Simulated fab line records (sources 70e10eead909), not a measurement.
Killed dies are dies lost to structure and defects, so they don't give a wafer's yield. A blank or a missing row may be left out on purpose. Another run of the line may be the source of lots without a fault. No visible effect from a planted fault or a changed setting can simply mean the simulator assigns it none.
A struck lot beside a sound one / flow nand-harc / 18 out of 1159 route steps
Sound: the wafers L519.2, L519.4, L519.6. Wafers struck: L532.2, L532.3, L532.4. At the end, the cause is stated.
Each step with rows lists, per side, the tool, then ch with its chambers, then its first start. Under that, the readings that differ: sound wafers / struck wafers / difference of the means / sigmas: that difference in standard deviations of wafers without a fault.
alike: words and numbers the same on both sides, and readings whose means are apart by under 2 such deviations; not compared: readings that were withheld, readings missing a value for some wafer, numbers with overlapping values and no deviation given by the record, and bounds like >300 which may hide the same value.
The two part at a step that has a row with sigmas, a row that says differs or no value, or rows on one side only. Non-overlapping numbers with no deviation appear without sigmas and do not part them. Lack of a reading on every wafer of one side parts them only where that side has two or more wafers.

first, 1 step without rows for these wafers: NHARC_P_ZERO_WELL_HARDBAKE_12 (time 65 s).
NHARC_P_ZERO_WELL_DESCUM_13: chemistry O2, time 3 s.
  sound on rie-diel-08 ch 0,2, day 1 13:24; struck on rie-diel-11 ch 0,2,3, day 4 19:20
  alike: drypump-motor-current-A, mfc-ar-sccm, oes-product-au, rf-vpp-V, showerhead-plenum-p-Torr, throttle-valve-pct
  not compared: rf-hours-counter-h
NHARC_P_ZERO_WELL_ETCH_65: etches the open film in N2/H2, target depth 80 nm, overetch 24 nm, time 87.88 s.
  sound on rie-diel-08 ch 1,2,3, day 1 13:29; struck on rie-diel-11 ch 0,1,3, day 4 19:25
  alike: drypump-motor-current-A, mfc-ar-sccm, oes-product-au, rf-vpp-V, showerhead-plenum-p-Torr, throttle-valve-pct
  not compared: rf-hours-counter-h
NHARC_P_ZERO_WELL_ETCH_62: etches the open film in CHF3/Ar, target depth 13 nm, time 6.5 s.
  sound on rie-diel-08 ch 0,1,3; struck on rie-diel-11 ch 1,2,3
  alike: drypump-motor-current-A, mfc-ar-sccm, oes-product-au, rf-vpp-V, showerhead-plenum-p-Torr, throttle-valve-pct
  not compared: rf-hours-counter-h
NHARC_P_ZERO_WELL_ETCH_63: etches the open film in HBr/Cl2, target depth 120 nm, time 40.1 s.
  sound on rie-si-02 ch 0,2, day 1 13:40; struck on rie-si-03 ch 1,2,3, day 4 19:35
reading=drypump-motor-current-A (A); sound=4.9 5.2 4.9; struck=6.0 5.8 6.3; difference=+1.0; sigmas=+2
  alike: hbr-flow-sccm, oes-product-au, throttle-valve-pct
  not compared: rf-hours-counter-h
then, 7 steps without rows for these wafers: NHARC_P_ZERO_WELL_STRIP_15 (strips in SPM, time 900 s); NHARC_P_ZERO_WELL_DEHYDRATE_16 (time 120 s); NHARC_P_ZERO_WELL_HMDS_17 (time 30 s); NHARC_P_ZERO_WELL_COAT_18; NHARC_P_ZERO_WELL_SOFTBAKE_19 (time 95 s); NHARC_P_ZERO_WELL_EBR_20; NHARC_P_ZERO_WELL_EXPOSE_21 (exposes mask P NWELL, target cd 720 nm).
NHARC_P_ZERO_WELL_PEB_22: peb time 85 s.
  sound on litho-track-02 ch 0, day 1 14:29; struck on litho-track-02 ch 0, day 4 20:17
reading=heater-power-total-W (W); sound=164.20 163.67 163.74; struck=137.86 138.32 138.27; difference=-25.72; sigmas=-92
reading=plate-temp-C (C); sound=118.21 118.16 118.11; struck=103.86 103.83 104.02; difference=-14.26; sigmas=-99 or more
  alike: exhaust-pa
then, 1 step without rows for these wafers: NHARC_P_ZERO_WELL_DEVELOP_23 (time 70 s).
NHARC_P_ZERO_WELL_CD_MEAS_24: target cd 720 nm.
  sound on cd-sem-02 ch 0, day 1 14:35; struck on cd-sem-02 ch 0, day 4 20:23
reading=cd-nm (nm); sound=722.9 719.5 721.1; struck=666.1 666.2 667.3; difference=-54.6; sigmas=-20
then, 1 step without rows for these wafers: NHARC_P_ZERO_WELL_HARDBAKE_25 (time 80 s).
NHARC_P_ZERO_WELL_DESCUM_26: chemistry O2, time 3 s.
  sound on rie-diel-08 ch 0,1,3, day 1 14:47; struck on rie-diel-07 ch 0,1,2, day 4 20:32
reading=drypump-motor-current-A (A); sound=5.7 6.2 6.4; struck=5.2 4.9 5.6; difference=-0.9; sigmas=-2
reading=model.P_ZERO_WELL.cd-nm (nm); sound=723.6 719.1 721.2; struck=666.1 666.3 668; difference=-54.5; sigmas=
  alike: mfc-ar-sccm, oes-product-au, rf-vpp-V, showerhead-plenum-p-Torr, throttle-valve-pct
  not compared: rf-hours-counter-h
then, 1 step without rows for these wafers: NHARC_P_ZERO_WELL_IMPLANT_27.

WHERE THEY PART
Earliest at NHARC_P_ZERO_WELL_ETCH_63; latest, in this record, at NHARC_P_ZERO_WELL_DESCUM_26.

WHY: what had been put in by the simulator
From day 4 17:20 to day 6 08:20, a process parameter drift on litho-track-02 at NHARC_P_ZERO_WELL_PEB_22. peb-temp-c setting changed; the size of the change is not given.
